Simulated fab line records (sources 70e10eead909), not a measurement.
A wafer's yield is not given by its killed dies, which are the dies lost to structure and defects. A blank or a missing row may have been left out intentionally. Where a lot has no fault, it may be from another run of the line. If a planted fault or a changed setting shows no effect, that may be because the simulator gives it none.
Chamber matching -- flow nand_harc -- NHARC_A_STAIRCASE_ETCH_444 on rie_diel-08 has 4 sister chambers
The step etches the open film in C4F8/O2, target depth 20400 nm, time 6800 s. 8 wafers are shown with their chamber, then 7 later ones without.

EACH WAFER AND ITS CHAMBER
wafer,chamber,rf_vpp_V (V),oes_product_au (a.u.)
L322.1,2,803.6,0.921
L322.3,1,806.6,0.923
L322.5,3,803.1,0.928
L332.2,0,804.9,0.954
L332.4,2,804.6,0.936
L332.6,1,805.9,0.942
L333.1,0,804.6,0.956
L333.2,3,802.5,0.948

WAFERS WITHOUT THEIR CHAMBER
wafer,rf_vpp_V (V),oes_product_au (a.u.)
L333.3,806.0,0.947
L334.3,803.2,0.918
L334.5,803.6,0.918
L334.6,804.4,0.920
L340.1,804.6,0.909
L340.3,804.0,0.909
L340.4,803.0,0.923

EACH ONE'S CHAMBER
wafer,from the rows above,in truth
L333.3,can't be placed: 1 or 0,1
L334.3,can't be placed: 3 or 2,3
L334.5,can't be placed: 2 or 3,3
L334.6,2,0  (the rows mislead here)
L340.1,can't be placed: 2 or 1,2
L340.3,can't be placed: 2 or 3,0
L340.4,can't be placed: 3 or 2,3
Correct placement for 0 of the 7. Not placeable from these rows: 6 (in 5, the candidates include the true chamber). Placed wrongly: 1.
How it was worked out, from the rows above alone: a wafer's distance from a chamber is the root of the sum, over the readings, of the square of ((its reading less the chamber's mean) divided by the reading's scatter). The wafer belongs to the nearest chamber; if the next one is less than 2 further off, it can't be placed. For every chamber, the mean is computed from those of its wafers that are shown. The scatter: the root of (the sum of the squares of (reading less its chamber's mean) over the shown wafers, divided by (wafers less chambers)).
